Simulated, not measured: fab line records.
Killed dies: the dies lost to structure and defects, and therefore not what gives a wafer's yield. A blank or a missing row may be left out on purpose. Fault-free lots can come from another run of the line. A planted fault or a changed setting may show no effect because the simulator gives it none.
fab line records	flow n5_finfet
record lots=10	wafers=29	last_day=17
route steps=1938 shown BEOL_M4@1111 MIM_BOT@1833 MIM_BOT_LITHO@1862 MIM_BOT_ETCH@1869 PASSIVATION@1915
lots untouched by any fault: they come from a run of this same line in which no faults occurred
start_h: hours from the record's first day to the start of the lot's first wafer shown	wait_h: time in hours since the lot's previous step	" repeats the value in the row above	L1.1+2: a single row standing in for several wafers	- no value, or no start given	* or withheld: withheld	< > ~ a bound
route shown NAME@n: names a module that has steps shown in the file, with the first one's number in the route	usual: mean/standard deviation of fault-free wafers	same: alike in all rows	chamber/n: place in a boat	sites: readings site by site	_std_site: their standard deviation	_edge_site: outer sites' mean less inner sites'	radius_mm: how far each site lies from the wafer's centre	mask NAME#n: copy n	behind: the tool/chamber that last shaped the wafer	hold: what put the lot on hold/how long, in hours/how the hold closed	device: which transistor (n, p or np) failed to switch	end of line: at the end of the route, the tests of the same wafers	a step with no rows: only its recipe	killed: not the wafer's yield, but the dies lost to structure and defects at the first sort	map: a wafer's dies, x killed, . not, _ none there
set.NAME: the setting the step ran with; set.NAME@STEP: the setting that earlier step ran with	model.NAME: the simulator's own value behind a step, which no gauge read
the route's steps for a sample of lots (tables are steps, rows are wafers)
services: when a tool's chamber went out of use (start_h, in hours from the record's first day, below 0 if earlier), for how many hours, and the reason
## steps
# step N5_BEOL_M4_RC_MEAS_101
# usual DIBL_N=37.2/2.5	DIBL_P=38/3	IOFF_N=0.17/0.044	IOFF_P=0.24/0.059	ION_N=667/13	ION_P=461/7.9	SS_N=71.8/0.86	SS_P=73.6/0.92	VT_N=250/4.1	VT_P=-249/3.9
lot.wafer	tool	chamber	start_h	wait_h	DIBL_N[mV/V]	DIBL_P[mV/V]	IOFF_N[nA/um]	IOFF_P[nA/um]	ION_N[uA/um]	ION_P[uA/um]	SS_N[mV/dec]	SS_P[mV/dec]	VT_N[mV]	VT_P[mV]
L193.1	prober-01	0	203.19	0.0	36.7	39	0.18	0.24	673	467	71.5	73.7	248	-250
L193.3	"	0	"	"	39.3	41	0.23	0.29	680	466	72.2	74.8	244	-248
L193.6	"	0	"	"	37.2	39	0.17	0.25	668	456	72.2	74.6	247	-250
L196.1	prober-01	0	212.72	0.0	38.4	38	0.17	0.24	684	465	71.6	74.1	251	-251
L196.5	"	0	"	"	37.4	38	0.16	0.23	667	460	72.3	73.9	254	-250
L196.6	"	0	"	"	39.7	40	0.20	0.29	682	475	72.5	74.6	248	-246
L199.2	prober-02	0	216.51	0.2	38.5	38	0.18	0.27	677	480	71.3	73.6	249	-244
L199.3	"	0	"	"	37.5	37	0.15	0.23	658	460	71.7	73.5	252	-247
L199.4	"	0	"	"	37.5	36	0.16	0.22	670	459	71.0	73.3	247	-246
L200.1	prober-02	0	222.51	0.0	38.5	41	0.19	0.27	672	464	72.4	74.5	252	-248
L200.5	"	0	"	"	37.0	38	0.17	0.23	666	463	71.6	73.1	249	-248
L200.6	"	0	"	"	39.3	41	0.20	0.28	677	466	72.4	74.2	250	-246
L201.3	prober-01	0	233.36	0.3	38.9	40	0.23	0.27	681	462	73.0	74.5	246	-250
L201.4	"	0	"	"	35.6	37	0.16	0.22	665	454	72.6	73.7	251	-251
L201.6	"	0	"	"	34.8	35	0.14	0.18	657	449	71.6	72.8	254	-253
L202.1	prober-02	0	242.56	0.0	38.9	40	0.21	0.27	679	464	72.4	74.0	248	-246
L202.3	"	0	"	"	36.1	38	0.15	0.23	646	446	71.6	74.0	252	-253
L202.5	"	0	"	"	36.7	39	0.16	0.23	671	465	71.4	73.3	250	-249
L203.1	prober-01	0	253.24	0.0	43.1	43	0.26	0.44	691	484	73.7	75.0	245	-238
L203.3	"	0	"	"	33.8	32	0.10	0.21	654	476	71.2	71.1	260	-247
L203.6	"	0	"	"	40.1	40	0.21	0.39	676	478	72.3	74.7	246	-237
L204.2	prober-02	0	253.90	0.2	34.6	37	0.16	0.22	666	461	71.6	72.7	248	-247
L204.5	"	0	"	"	36.5	40	0.19	0.27	681	469	71.9	73.8	246	-246
L204.6	"	0	"	"	36.0	38	0.18	0.22	671	461	71.8	74.0	247	-251
L205.1	prober-02	0	269.10	0.0	39.0	39	0.19	0.23	678	460	72.2	73.8	248	-249
L205.4	"	0	"	"	34.9	36	0.12	0.18	659	457	71.4	72.9	252	-252
L205.5	"	0	"	"	36.5	38	0.15	0.21	672	455	71.8	73.5	250	-252
L209.2	prober-02	0	290.62	0.2	37.6	39	0.16	0.26	663	467	72.2	73.7	252	-246
L209.5	"	0	"	"	34.0	35	0.11	0.18	640	450	70.7	73.1	259	-252
# step N5_MIM_BOT_SPUTTER_00
# recipe material=TiN	target_thk_a=350	temp_c=200	power_w=3000	chamber_pressure_pa=0.49996	gas=Ar	reactive_partial_pa=0.37997	time_s=89.7
# usual substrate_temp_c=200.01/0.17	throttle_valve_pct=29.8/0.91
# same time_s=89.7
lot.wafer	tool	chamber	start_h	wait_h	substrate_temp_c	throttle_valve_pct
L193.1	pvd_sputter-01	-	297.01	0.0	199.71	30.5
L193.3	"	-	"	"	199.53	30.4
L193.6	"	-	"	"	199.56	30.1
L196.1	pvd_sputter-02	-	313.10	0.0	199.91	30.5
L196.5	"	-	"	"	200.10	30.4
L196.6	"	-	"	"	199.99	30.2
L199.2	pvd_sputter-01	-	318.40	0.0	199.74	29.5
L199.3	"	-	"	"	200.08	30.2
L199.4	"	-	"	"	200.13	29.8
L200.1	pvd_sputter-01	-	321.44	0.0	200.03	30.0
L200.5	"	-	"	"	200.20	29.2
L200.6	"	-	"	"	200.13	29.7
L201.3	pvd_sputter-02	-	325.70	0.0	199.94	28.9
L201.4	"	-	"	"	200.11	30.0
L201.6	"	-	"	"	200.00	29.6
L202.1	pvd_sputter-02	-	334.41	0.0	199.89	28.8
L202.3	"	-	"	"	200.14	29.7
L202.5	"	-	"	"	200.14	30.1
L204.2	pvd_sputter-03	-	337.85	0.0	199.87	29.8
L204.5	"	-	"	"	200.06	30.1
L204.6	"	-	"	"	200.20	30.9
L203.1	pvd_sputter-02	-	337.94	0.0	200.38	30.3
L203.3	"	-	"	"	199.93	28.7
L203.6	"	-	"	"	200.00	27.3
L205.1	pvd_sputter-03	-	356.62	0.0	200.00	30.3
L205.4	"	-	"	"	200.16	30.8
L205.5	"	-	"	"	199.99	30.7
L209.2	pvd_sputter-01	-	382.82	0.0	199.98	29.2
L209.5	"	-	"	"	200.03	29.1
# step N5_MIM_BOT_LITHO_CD_MEAS_08
# recipe target_cd_nm=3000	landing_energy_ev=500	detector=se_inlens	polarity=opening
# usual cd_nm=2999/3.1
lot.wafer	tool	chamber	start_h	wait_h	cd_nm
L193.1	cd_sem-02	0	299.49	-	3000
L193.3	"	0	"	"	3005
L193.6	"	0	"	"	3004
L196.1	cd_sem-01	0	316.20	-	3001
L196.5	"	0	"	"	3004
L196.6	"	0	"	"	3000
L199.2	cd_sem-02	0	320.52	-	3002
L199.3	"	0	"	"	2997
L199.4	"	0	"	"	2998
L200.1	cd_sem-03	0	327.59	-	3000
L200.5	"	0	"	"	2995
L200.6	"	0	"	"	2998
L201.3	cd_sem-01	0	327.76	-	2996
L201.4	"	0	"	"	2998
L201.6	"	0	"	"	2994
L202.1	cd_sem-02	0	336.55	-	2996
L202.3	"	0	"	"	2997
L202.5	"	0	"	"	3002
L204.2	cd_sem-03	0	339.67	-	2998
L204.5	"	0	"	"	3000
L204.6	"	0	"	"	3003
L203.1	cd_sem-03	0	343.61	-	2998
L203.3	"	0	"	"	3000
L203.6	"	0	"	"	3002
L205.1	cd_sem-02	0	358.66	-	2993
L205.4	"	0	"	"	2997
L205.5	"	0	"	"	2994
L209.2	cd_sem-01	0	384.82	-	3004
L209.5	"	0	"	"	3000
# step N5_MIM_BOT_ETCH_STRIP_01
# recipe chemistry=O2	power_w=600	temp_c=60	pressure_mtorr=30	rf_frequency_hz=6e+07	bias_power_w=0	overash_fraction=0.5	o2_flow_sccm=225
# usual drypump_motor_current_A=6.0/0.46	oes_product_au=0.80/0.086	rf_vpp_V=3.7/1.3	showerhead_plenum_p_Torr=2.10/0.07	throttle_valve_pct=16.58/0.18
lot.wafer	tool	chamber	start_h	wait_h	drypump_motor_current_A	oes_product_au	rf_hours_counter_h	rf_vpp_V	showerhead_plenum_p_Torr	throttle_valve_pct
L193.1	rie_diel-06	0	299.96	0.1	6.4	0.73	181	3.0	2.08	16.55
L193.3	"	2	"	"	5.0	1.00	1	4.1	2.08	16.39
L193.6	"	0	"	"	6.4	0.73	-	3.4	2.08	16.52
L196.1	rie_diel-06	1	316.67	0.1	5.7	0.77	145	5.1	2.02	16.57
L196.5	"	1	"	"	5.8	0.75	-	2.2	2.02	16.65
L196.6	"	2	"	"	4.9	0.96	-	3.4	2.08	16.45
L199.2	rie_diel-04	3	320.99	0.1	5.8	0.90	39	4.0	2.23	16.13
L199.3	"	0	"	"	5.9	0.82	89	2.5	2.19	16.82
L199.4	"	2	"	"	5.9	0.77	128	2.2	2.18	16.62
L200.1	rie_diel-04	1	328.23	0.1	5.8	0.83	48	2.5	2.12	16.45
L200.5	"	2	"	"	5.9	0.77	-	3.7	2.18	16.65
L200.6	"	1	"	"	5.8	0.85	-	5.5	2.12	16.43
L201.3	rie_diel-06	0	328.26	0.1	6.4	0.71	193	3.6	2.08	16.56
L201.4	"	3	"	"	6.4	0.74	189	2.8	2.18	16.73
L201.6	"	3	"	"	6.4	0.72	-	4.5	2.18	16.72
L202.1	rie_diel-02	0	337.09	0.1	5.8	0.66	240	6.6	2.00	16.82
L202.3	"	1	"	"	6.3	0.77	114	2.5	2.11	16.70
L202.5	"	3	"	"	6.8	0.90	-	4.0	2.03	16.63
L204.2	rie_diel-02	0	340.28	0.1	5.8	0.66	242	2.5	2.00	16.79
L204.5	"	1	"	"	6.3	0.76	-	2.7	2.11	16.75
L204.6	"	2	"	"	5.8	0.93	-	2.8	2.04	16.35
L203.1	rie_diel-02	3	344.09	0.1	6.8	0.91	32	4.3	2.03	16.67
L203.3	"	2	"	"	5.8	0.88	40	3.5	2.04	16.40
L203.6	"	1	"	"	6.3	0.78	-	3.1	2.11	16.66
L205.1	rie_diel-04	1	359.27	0.2	5.8	0.85	58	2.4	2.12	16.46
L205.4	"	0	"	"	5.9	0.80	103	6.0	2.19	16.87
L205.5	"	3	"	"	5.8	0.88	-	4.9	2.23	16.13
L209.2	rie_diel-02	2	385.44	0.2	5.9	0.89	56	2.5	2.04	16.39
L209.5	"	2	"	"	5.8	0.86	-	5.3	2.04	16.43
# step N5_PASSIVATION_PECVD_53
# recipe material=SiO2	target_thk_a=8000	temp_c=400	precursor=TEOS/O2	pressure_torr=6.5	rf_w=withheld	teos_flow_sccm=withheld	gas=O2	flow_sccm=2650	time_s=169.4
# usual run_length_s=197.3/0.66
lot.wafer	tool	chamber	start_h	wait_h	run_length_s
L193.1	pecvd-03	1	305.25	0.0	197.5
L193.3	"	0	"	"	197.1
L193.6	"	0	"	"	197.2
L196.1	pecvd-03	2	321.04	0.0	359.3
L196.5	"	2	"	"	359.2
L196.6	"	1	"	"	359.5
L199.2	pecvd-02	1	328.31	0.0	196.9
L199.3	"	2	"	"	198.6
L199.4	"	0	"	"	196.0
L200.1	pecvd-04	1	332.44	0.0	197.0
L200.5	"	0	"	"	198.5
L200.6	"	1	"	"	197.3
L201.3	pecvd-04	0	336.34	0.0	198.2
L201.4	"	1	"	"	197.6
L201.6	"	2	"	"	196.9
L202.1	pecvd-04	2	344.13	0.0	196.3
L202.3	"	1	"	"	197.6
L202.5	"	0	"	"	198.0
L204.2	pecvd-02	1	345.58	0.0	197.5
L204.5	"	1	"	"	196.7
L204.6	"	0	"	"	196.8
L203.1	pecvd-04	1	349.20	0.0	196.7
L203.3	"	0	"	"	198.6
L203.6	"	1	"	"	197.3
L205.1	pecvd-02	2	365.94	0.0	198.1
L205.4	"	1	"	"	197.4
L205.5	"	0	"	"	196.0
L209.2	pecvd-04	0	392.21	0.0	198.5
L209.5	"	1	"	"	196.5
# step N5_PASSIVATION_PROBE_49
# usual defect_limited_yield=91.5/1.4	killed_at_M0_to_M3=32/11	killed_at_M4_up=12/4.4	killed_at_contacts=13/6.1	killed_at_front_end=39/12	killed_at_other=3.9/3	killed_dies=100/17	killed_on_rim=13/3.9	killed_open=66/12	killed_short=33/7.4	sort_bin_4_leakage=0.03/0.14	sort_bin_5_function=5.0/0.95	sort_bin_6_memory=3.2/0.66	sort_bin_8_speed=0.0/0.33	sort_n_pass=1079/17	sort_yield_pct=91.4/1.5
# same gross_dies=1180	killed_at_back_side=0
lot.wafer	tool	chamber	start_h	wait_h	defect_limited_yield[%]	killed_at_M0_to_M3	killed_at_M4_up	killed_at_contacts	killed_at_front_end	killed_at_other	killed_dies	killed_on_rim	killed_open	killed_short	sort_bin_4_leakage[%]	sort_bin_5_function[%]	sort_bin_6_memory[%]	sort_bin_8_speed[%]	sort_n_pass	sort_yield_pct[%]
L196.1	prober-02	-	324.82	0.0	0	43	8	11	51	1067	1180	152	77	36	0	96.3	3.5	0	0	0
L196.5	prober-02	-	325.02	0.2	0	18	7	19	42	1094	1180	152	64	18	0	97.0	2.6	0	0	0
L196.6	prober-02	-	325.07	0.3	0	43	12	11	36	1078	1180	152	67	36	0	96.9	2.5	0	0	0
L199.2	prober-02	-	332.03	0.1	90.8	36	13	19	35	6	109	15	64	45	0	5.1	3.5	0	1071	90.8
L199.3	prober-02	-	332.08	0.1	90.3	23	13	13	59	6	114	13	68	42	0	5.3	3.7	0	1066	90.3
L199.4	prober-02	-	332.13	0.2	93.1	18	6	10	46	2	82	8	46	36	0	3.6	3.1	0	1098	93.1
L209.2	prober-01	-	396.06	0.1	89.7	34	9	9	68	1	121	16	76	44	0	6.6	3.1	0	1059	89.7
L209.5	prober-01	-	396.21	0.2	91.5	30	2	20	44	4	100	14	72	27	0	5.5	2.7	0	1080	91.5
# killed by level:class
L196.1 PASSIVATION:area_pecvd=1066 BEOL_M0_SAQP:geometric_particle:open=11 STI_FIN_REVEAL:geometric_particle:open=10 MOL_CONTACT_COAG:geometric_particle:open=9 BEOL_M0_SAQP:geometric_particle:short=8 FIN_SAQP:geometric_particle:open=6 BEOL_M2:geometric_particle:open=6 BEOL_M3:geometric_particle:short=6
L196.5 PASSIVATION:area_pecvd=1093 MOL_CONTACT_COAG:geometric_particle:open=15 FIN_SAQP:geometric_particle:open=9 STI_FIN_REVEAL:geometric_particle:open=8 BEOL_M0_SAQP:geometric_particle:open=5 MOL_CONTACT_COAG:geometric_particle:short=4 BEOL_M0_SAQP:geometric_particle:short=4 FIN_SAQP:geometric_particle:short=3
L196.6 PASSIVATION:area_pecvd=1077 BEOL_M0_SAQP:geometric_particle:open=13 BEOL_M0_SAQP:geometric_particle:short=12 FIN_SAQP:geometric_particle:open=8 STI_FIN_REVEAL:geometric_particle:open=8 FIN_SAQP:geometric_particle:short=7 MOL_CONTACT_COAG:geometric_particle:open=7 BEOL_M2:geometric_particle:open=7
L199.2 MOL_CONTACT_COAG:geometric_particle:open=16 BEOL_M0_SAQP:geometric_particle:short=11 STI_FIN_REVEAL:geometric_particle:open=9 FIN_SAQP:geometric_particle:short=8 BEOL_M0_SAQP:geometric_particle:open=8 BEOL_M2:geometric_particle:open=6 BEOL_M3:geometric_particle:short=5 BEOL_M5:geometric_particle:open=5
L199.3 STI_FIN_REVEAL:geometric_particle:open=15 MOL_CONTACT_COAG:geometric_particle:open=11 FIN_SAQP:geometric_particle:short=9 BEOL_M0_SAQP:geometric_particle:short=9 FIN_SAQP:geometric_particle:open=7 BEOL_M4:geometric_particle:open=7 STI_FIN_REVEAL:geometric_particle:short=5 GATE_CUT:geometric_particle:short=5
L199.4 FIN_SAQP:geometric_particle:short=8 MOL_CONTACT_COAG:geometric_particle:open=7 FIN_SAQP:geometric_particle:open=6 STI_FIN_REVEAL:geometric_particle:open=6 STI_FIN_REVEAL:geometric_particle:short=5 BEOL_M0_SAQP:geometric_particle:short=5 STARTING-WAFER:geometric_particle:open=4 BEOL_M1:geometric_particle:open=4
L209.2 FIN_SAQP:geometric_particle:open=18 STI_FIN_REVEAL:geometric_particle:open=17 GATE_CUT:geometric_particle:short=11 FIN_SAQP:geometric_particle:short=10 BEOL_M2:geometric_particle:open=7 MOL_CONTACT_COAG:geometric_particle:open=6 BEOL_M0_SAQP:geometric_particle:open=6 BEOL_M3:geometric_particle:open=5
L209.5 FIN_SAQP:geometric_particle:open=16 MOL_CONTACT_COAG:geometric_particle:open=15 BEOL_M1:geometric_particle:open=8 STI_FIN_REVEAL:geometric_particle:open=7 GATE_CUT:geometric_particle:short=6 BEOL_M0_SAQP:geometric_particle:short=5 MOL_CONTACT_COAG:geometric_particle:short=5 FIN_SAQP:geometric_particle:short=4
## services
tool	chamber	start_h	hours	kind
rie_diel-06	2	274.97	-	clean
rie_diel-06	2	274.97	-	consumable_replace:focus_ring
rie_diel-06	2	274.97	20.6	scheduled_down
rie_diel-06	2	274.97	20.6	vent_cycle
rie_diel-06	-	279.75	0.6	repair
pecvd-03	2	281.80	4.3	repair
pecvd-03	-	307.84	0.5	repair
pecvd-03	0	320.29	13.8	repair
pecvd-04	2	331.10	2.1	scheduled_down
pecvd-02	-	332.83	0.4	repair
pecvd-03	2	337.13	2.1	scheduled_down
pvd_sputter-02	-	339.91	4.3	repair
pecvd-03	0	358.98	5.5	scheduled_down
rie_diel-04	2	365.46	5.0	repair
rie_diel-02	0	366.23	-	clean
rie_diel-02	0	366.23	-	consumable_replace:focus_ring
rie_diel-02	0	366.23	18.5	scheduled_down
rie_diel-02	0	366.23	18.5	vent_cycle
rie_diel-04	-	376.07	3.0	repair
pecvd-03	2	377.01	8.5	repair
pvd_sputter-03	-	380.55	4.1	repair
pecvd-02	1	381.66	5.5	scheduled_down
pecvd-02	-	387.42	0.9	repair
## key
first_sign step=N5_PASSIVATION_PECVD_53	reading=run_length_s	direction=up	sigmas=99+	usual=*	struck=*
effect step=N5_PASSIVATION_PROBE_49	reading=killed_at_other	direction=up	sigmas=99+	usual=3.9	struck=1079.7
more_kills_born_at N5_PASSIVATION_PECVD_53@pecvd-03=3236
met_at N5_PASSIVATION_PECVD_53
struck_lots L196
later_rows_left_out L196.1,L196.5,L196.6
not_acting_at N5_MIM_BOT_SPUTTER_00,N5_MIM_BOT_LITHO_CD_MEAS_08,N5_MIM_BOT_ETCH_STRIP_01
onset_between 305.25 321.04
fault kind=process_parameter_drift	tool=pecvd-03	chamber=-	onset_h=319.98	steps=N5_PASSIVATION_PECVD_53	channel=time_s	offset=*	shape=step	acts_in=*	stated=*
# later_rows_left_out: the simulator's readings of these wafers behind a module that went badly wrong aren't trusted and aren't shown, but for the sort
